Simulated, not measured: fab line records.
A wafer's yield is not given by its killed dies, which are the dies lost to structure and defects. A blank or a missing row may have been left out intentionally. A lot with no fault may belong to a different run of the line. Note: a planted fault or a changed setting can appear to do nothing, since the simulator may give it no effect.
fab line records    flow n5Finfet
[record] lots = 12  wafers = 36  lastDay = 19
route steps=1938 shown BEOL_M14@1758 MIM_TOP_LITHO@1850 PASSIVATION@1916
lots that met no fault: taken from a fault-free run of the same line
startH: hours from the record's first day to the start of the lot's first wafer shown    waitH: hours from the lot's prior step to this one    " unchanged from the row above    L1.1+2: a row that stands for several wafers    - no value, or no start was given    * or withheld: withheld    < > ~ a bound
route shown NAME@n: a module of which the file shows steps, and the number in the route of the first    usual: mean and standard deviation over wafers with no fault    same: alike in all rows    chamber/n: place in a boat    sites: readings site by site    _std_site: their standard deviation    _edge_site: inner sites' mean taken away from outer sites' mean    radiusMm: how far each site lies from the wafer's centre    mask NAME#n: copy n    behind: the tool/chamber that last shaped the wafer    hold: cause of the lot's hold/its duration in hours/its outcome    device: whichever transistor did not switch (one of n, p or np)    end of line: tests of these same wafers at the route's end    a step given without rows: its recipe and nothing more    killed: at the first sort, the dies lost to defects and structure; wafer yield is something else    map: per-die view of a wafer (x killed, . not killed, _ where there is no die)
set.NAME: setting as actually run; set.NAME@STEP: the setting as run at that earlier step    model.NAME: the simulator's own value behind a step, which no gauge read
route steps across a sampled set of lots; one table per step, one row per wafer
services: when a tool's chamber went out of use (startH, in hours from the record's first day, below 0 if earlier), for how many hours, and the reason
[[steps]]
[step N5_BEOL_M14_PRECLEAN_39]
[recipe] chemistry = residueRemover  timeS = 60  tempC = 40
lot.wafer   tool         chamber  startH  waitH
L418.1+3+4  wetBench-01  5,4,7    327.06  -
L421.1+3+4  wetBench-02  6,0,2    348.04  -
L422.3+4+6  wetBench-02  0,4,6    357.29  -
L423.2+4+6  wetBench-01  0,7,3    357.50  -
L426.1+5+6  wetBench-01  6,0,7    390.95  -
L430.3+4+5  wetBench-04  2,7,6    396.87  -
L428.1+3+6  wetBench-01  4,5,1    405.03  -
L433.1+4+6  wetBench-02  1,2,3    423.45  -
L435.2+5+6  wetBench-02  1,0,6    430.54  -
L434.1+2+5  wetBench-04  3,5,7    434.60  -
L436.2+4+5  wetBench-02  5,1,4    436.65  -
L437.2+3+6  wetBench-04  5,4,7    439.98  -
[step N5_MIM_TOP_LITHO_DESCUM_10]
[recipe] chemistry = O2  timeS = 7.9  sourcePowerW = 50  biasPowerW = 20  pressureMtorr = 20  rfFrequencyHz = 2.712e+07  tempC = 40  o2FlowSccm = 225
[usual] drypumpMotorCurrentA = 5.9/0.49  oesProductAu = 0.82/0.087  rfVppV = 243.2/1.5  showerheadPlenumPTorr = 2.10/0.086  throttleValvePct = 20.4/0.33
lot.wafer  tool        chamber  startH  waitH  drypumpMotorCurrentA  oesProductAu  rfHoursCounterH  rfVppV  showerheadPlenumPTorr  throttleValvePct
L418.1     rieDiel-03  2        338.32  0.1    5.3                   0.71          184              241.0   2.00                   20.2
L418.3     "           3        "       "      6.5                   0.95          3                244.6   2.15                   20.0
L418.4     "           1        "       "      5.2                   0.87          49               244.1   2.13                   20.1
L421.1     rieDiel-03  3        365.95  0.0    6.5                   0.91          13               244.5   2.14                   20.1
L421.3     "           0        "       "      5.6                   0.90          31               244.9   2.24                   20.2
L421.4     "           2        "       "      5.3                   0.70          195              241.4   2.00                   20.2
L422.3     rieDiel-01  1        369.59  0.2    5.8                   0.82          92               242.9   2.02                   20.5
L422.4     "           0        "       "      6.4                   0.98          4                244.2   2.13                   20.3
L422.6     "           0        "       "      6.4                   0.98          -                243.7   2.13                   20.4
L423.2     rieDiel-03  0        371.28  0.1    5.6                   0.89          34               244.9   2.24                   20.2
L423.4     "           1        "       "      5.2                   0.84          62               243.0   2.12                   20.1
L423.6     "           3        "       "      6.5                   0.90          -                243.5   2.14                   20.1
L426.1     rieDiel-03  1        405.90  0.0    5.2                   0.82          73               243.9   2.12                   20.1
L426.5     "           0        "       "      5.6                   0.87          -                244.7   2.23                   20.3
L426.6     "           1        "       "      5.2                   0.82          -                243.9   2.12                   20.1
L430.3     rieDiel-01  1        408.53  0.1    5.8                   0.80          105              242.5   2.02                   20.5
L430.4     "           2        "       "      6.6                   0.71          232              241.9   2.00                   21.1
L430.5     "           1        "       "      5.8                   0.81          -                242.4   2.02                   20.6
L428.1     rieDiel-04  2        418.21  0.0    5.6                   0.91          19               246.4   2.25                   20.6
L428.3     "           3        "       "      5.2                   0.83          64               243.5   2.21                   20.0
L428.6     "           3        "       "      5.2                   0.84          -                245.8   2.21                   20.0
L433.1     rieDiel-01  1        436.18  0.0    5.7                   0.80          115              242.7   2.01                   20.6
L433.4     "           3        "       "      5.9                   0.81          131              242.3   2.02                   20.2
L433.6     "           0        "       "      6.4                   0.93          -                244.3   2.13                   20.4
L435.2     rieDiel-03  0        441.08  0.0    5.7                   0.85          61               244.5   2.23                   20.3
L435.5     "           3        "       "      6.5                   0.85          -                243.7   2.13                   20.1
L435.6     "           0        "       "      5.6                   0.85          -                244.7   2.23                   20.3
L434.1     rieDiel-04  3        445.13  0.1    5.2                   0.82          72               245.2   2.21                   20.0
L434.2     "           1        "       "      6.4                   0.79          109              243.1   2.11                   20.2
L434.5     "           2        "       "      5.6                   0.89          -                244.6   2.25                   20.6
L436.2     rieDiel-01  1        450.02  0.2    5.7                   0.79          121              240.9   2.01                   20.6
L436.4     "           3        "       "      5.9                   0.81          137              241.1   2.02                   20.2
L436.5     "           2        "       "      6.5                   0.69          -                242.0   1.99                   21.1
L437.2     rieDiel-01  1        450.08  0.1    5.7                   0.79          121              241.3   2.01                   20.6
L437.3     "           3        "       "      6.0                   0.81          137              241.4   2.02                   20.2
L437.6     "           0        "       "      6.4                   0.91          -                242.5   2.12                   20.4
[step N5_PASSIVATION_PECVD_35]
[recipe] material = SiNx  targetThkA = 7000  tempC = 400  precursor = SiH4/NH3/N2  pressureTorr = 4.9  rfW = 1406  timeS = 151.3
[usual] heaterPowerW = 399/100  showerheadPlenumPTorr = 8.70/0.09  susceptorTempC = 400.01/0.23  throttleValvePct = 28.8/1.5
lot.wafer  tool      chamber  startH  waitH  heaterPowerW  showerheadPlenumPTorr  susceptorTempC  throttleValvePct
L418.1     pecvd-02  2        345.59  0.1    382           8.75                   400.49          30.0
L418.3     "         1        "       "      415           8.59                   399.80          27.7
L418.4     "         2        "       "      433           8.74                   399.94          29.9
L421.1     pecvd-04  0        372.53  0.1    374           8.74                   400.15          30.4
L421.3     "         1        "       "      287           8.56                   399.82          27.9
L421.4     "         2        "       "      645           8.78                   399.82          28.2
L423.2     pecvd-02  2        377.59  0.1    518           8.73                   399.80          30.1
L423.4     "         0        "       "      261           8.71                   400.00          29.9
L423.6     "         1        "       "      405           8.59                   399.97          27.7
L422.3     pecvd-04  0        378.01  0.1    438           8.75                   400.14          30.7
L422.4     "         2        "       "      546           8.76                   399.82          28.6
L422.6     "         0        "       "      287           8.75                   400.18          30.0
L426.1     pecvd-01  2        411.20  0.1    311           8.75                   400.01          26.8
L426.5     "         2        "       "      408           8.75                   399.91          27.1
L426.6     "         0        "       "      305           8.70                   400.09          28.2
L430.3     pecvd-01  2        414.68  0.1    403           8.77                   400.19          27.1
L430.4     "         0        "       "      441           8.70                   399.65          28.3
L430.5     "         0        "       "      306           8.70                   399.78          27.9
L428.1     pecvd-02  2        423.88  0.1    505           8.75                   400.01          30.4
L428.3     "         0        "       "      195           8.74                   399.96          30.1
L428.6     "         0        "       "      251           8.75                   400.05          30.3
L433.1     pecvd-04  1        441.57  0.1    313           8.55                   399.87          27.8
L433.4     "         0        "       "      436           8.76                   400.16          30.2
L433.6     "         1        "       "      350           8.56                   400.08          28.0
L435.2     pecvd-02  2        447.89  0.1    524           8.73                   400.13          30.6
L435.5     "         0        "       "      322           8.73                   399.91          30.0
L435.6     "         1        "       "      359           8.56                   400.09          25.8
L434.1     pecvd-02  2        450.85  0.1    511           8.74                   400.08          30.4
L434.2     "         0        "       "      334           8.72                   400.14          30.0
L434.5     "         1        "       "      388           8.58                   400.66          26.2
L436.2     pecvd-02  0        458.37  0.1    322           8.74                   400.12          30.0
L436.4     "         1        "       "      318           8.56                   399.83          26.1
L436.5     "         0        "       "      199           8.74                   400.05          29.9
L437.2     pecvd-01  0        458.65  0.1    429           8.69                   400.37          28.0
L437.3     "         2        "       "      425           8.78                   399.76          27.2
L437.6     "         2        "       "      458           8.75                   400.23          27.2
[step N5_PASSIVATION_PROBE_49]
[usual] defectLimitedYield = 91.5/1.4  killed_at_M0_to_M3 = 34/11  killed_at_M4_up = 15/6  killedAtContacts = 11/5.9  killedAtFrontEnd = 37/11  killedAtOther = 3.6/2.9  killedDies = 101/17  killedOpen = 66/12  killedShort = 33/7.8  sort_bin_5_function = 5.0/0.97  sort_bin_6_memory = 3.2/0.65  sort_bin_8_speed = 0.02/0.2  sortNPass = 1079/17  sortYieldPct = 91.4/1.4
[same] grossDies = 1180  killedAtBackSide = 0  sort_bin_4_leakage[%] = 0
lot.wafer  tool       chamber  startH  waitH  defectLimitedYield[%]  killed_at_M0_to_M3  killed_at_M4_up  killedAtContacts  killedAtFrontEnd  killedAtOther  killedDies  killedOpen  killedShort  sort_bin_5_function[%]  sort_bin_6_memory[%]  sort_bin_8_speed[%]  sortNPass  sortYieldPct[%]
L426.1     prober-01  -        414.83  0.0    88.3                   23                  71               12                27                5              138         53          23           5.8                     3.8                   0                    1042       88.3
L426.5     prober-01  -        415.03  0.2    81.2                   21                  150              10                38                3              222         61          27           12.7                    3.6                   0                    958        81.2
L426.6     prober-01  -        415.08  0.3    81.9                   36                  138              12                21                6              213         72          22           11.4                    4.2                   0                    967        81.9
L428.1     prober-02  -        427.53  0.0    81.7                   22                  128              12                42                12             216         60          37           11.9                    4.6                   0                    964        81.7
L428.3     prober-02  -        427.63  0.1    81.7                   29                  138              4                 35                10             216         58          27           12.0                    4.2                   0                    964        81.7
L428.6     prober-02  -        427.78  0.3    83.5                   11                  125              15                39                5              195         57          20           10.0                    3.9                   0                    985        83.5
// killed by level:class
L426.1 BEOL_M14:unspecified=60 MOL_CONTACT_COAG:geometricParticle:open=10 BEOL_M3:geometricParticle:open=7 DUMMY_GATE:geometricParticle:open=6 STI_FIN_REVEAL:geometricParticle:open=5 STARTING-WAFER:geometricParticle:short=5 BEOL_M0_SAQP:geometricParticle:short=4 BEOL_M2:geometricParticle:open=4
L426.5 BEOL_M14:unspecified=134 FIN_SAQP:geometricParticle:short=10 DUMMY_GATE:geometricParticle:open=9 MOL_CONTACT_COAG:geometricParticle:open=8 STI_FIN_REVEAL:geometricParticle:open=7 BEOL_M0_SAQP:geometricParticle:open=5 BEOL_M3:geometricParticle:open=4 BEOL_M8:geometricParticle:open=4
L426.6 BEOL_M14:unspecified=119 MOL_CONTACT_COAG:geometricParticle:open=11 BEOL_M0_SAQP:geometricParticle:open=9 BEOL_M4:geometricParticle:open=8 BEOL_M3:geometricParticle:open=8 BEOL_M0_SAQP:geometricParticle:short=7 BEOL_M2:geometricParticle:open=6 STI_FIN_REVEAL:geometricParticle:open=4
L428.1 BEOL_M14:unspecified=117 FIN_SAQP:geometricParticle:short=15 MOL_CONTACT_COAG:geometricParticle:open=11 STI_FIN_REVEAL:geometricParticle:open=10 BEOL_M1:geometricParticle:open=8 BEOL_M2:geometricParticle:open=7 FIN_SAQP:geometricParticle:open=6 MIM_TOP_ETCH:geometricParticle:short=6
L428.3 BEOL_M14:unspecified=131 FIN_SAQP:geometricParticle:open=11 BEOL_M1:geometricParticle:open=8 BEOL_M2:geometricParticle:open=7 BEOL_M0_SAQP:geometricParticle:short=5 MIM_TOP_ETCH:geometricParticle:short=5 STI_FIN_REVEAL:geometricParticle:open=4 STARTING-WAFER:geometricParticle:open=4
L428.6 BEOL_M14:unspecified=117 FIN_SAQP:geometricParticle:open=13 MOL_CONTACT_COAG:geometricParticle:open=11 STI_FIN_REVEAL:geometricParticle:open=7 MOL_CONTACT_COAG:geometricParticle:short=4 BEOL_M0_SAQP:geometricParticle:open=4 FIN_SAQP:geometricParticle:short=3 FIN_CUT:geometricParticle:open=3
[[services]]
tool         chamber  startH  hours  kind
rieDiel-03   3        303.59  -      clean
rieDiel-03   3        303.59  -      consumableReplace:focusRing
rieDiel-03   3        303.59  24.1   scheduledDown
rieDiel-03   3        303.59  24.1   ventCycle
pecvd-02     -        308.73  1.0    repair
rieDiel-01   0        335.79  -      clean
rieDiel-01   0        335.79  -      consumableReplace:focusRing
rieDiel-01   0        335.79  19.3   scheduledDown
rieDiel-03   0        346.69  3.6    repair
rieDiel-03   3        355.22  1.7    repair
rieDiel-03   0        357.58  3.6    repair
rieDiel-04   0        357.66  5.9    repair
pecvd-02     1        357.81  13.2   repair
pecvd-01     1        374.02  4.6    repair
rieDiel-03   -        374.21  0.7    repair
pecvd-01     -        379.46  1.3    repair
pecvd-02     1        383.62  -      clean
pecvd-02     1        383.62  -      consumableReplace:showerhead
pecvd-02     1        383.62  29.0   scheduledDown
pecvd-02     1        383.62  29.0   ventCycle
pecvd-02     0        386.27  2.1    scheduledDown
wetBench-02  -        397.02  1.9    pm
pecvd-01     -        426.48  2.4    repair
rieDiel-01   -        443.95  0.1    repair
[[key]]
[firstSign] step = N5_PASSIVATION_PROBE_49  reading = killed_at_M4_up  direction = up  sigmas = 18  usual = 15  struck = 125
[effect] step = N5_PASSIVATION_PROBE_49  reading = defectLimitedYield  direction = down  sigmas = 6  usual = 91.5  struck = 83.1
[moreKillsBornAt] N5_BEOL_M14_PRECLEAN_39@wetBench-01 = 678
metAt N5_BEOL_M14_PRECLEAN_39
struckLots L426,L428
notActingAt N5_MIM_TOP_LITHO_DESCUM_10,N5_PASSIVATION_PECVD_35
onsetBetween 357.50 390.95
[fault] kind = chamberParticleSource  tool = wetBench-01  chamber = -  onsetH = 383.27  steps = N5_BEOL_M14_PRECLEAN_39  ratePerVisitCm2 = 0.92237  endH = 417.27
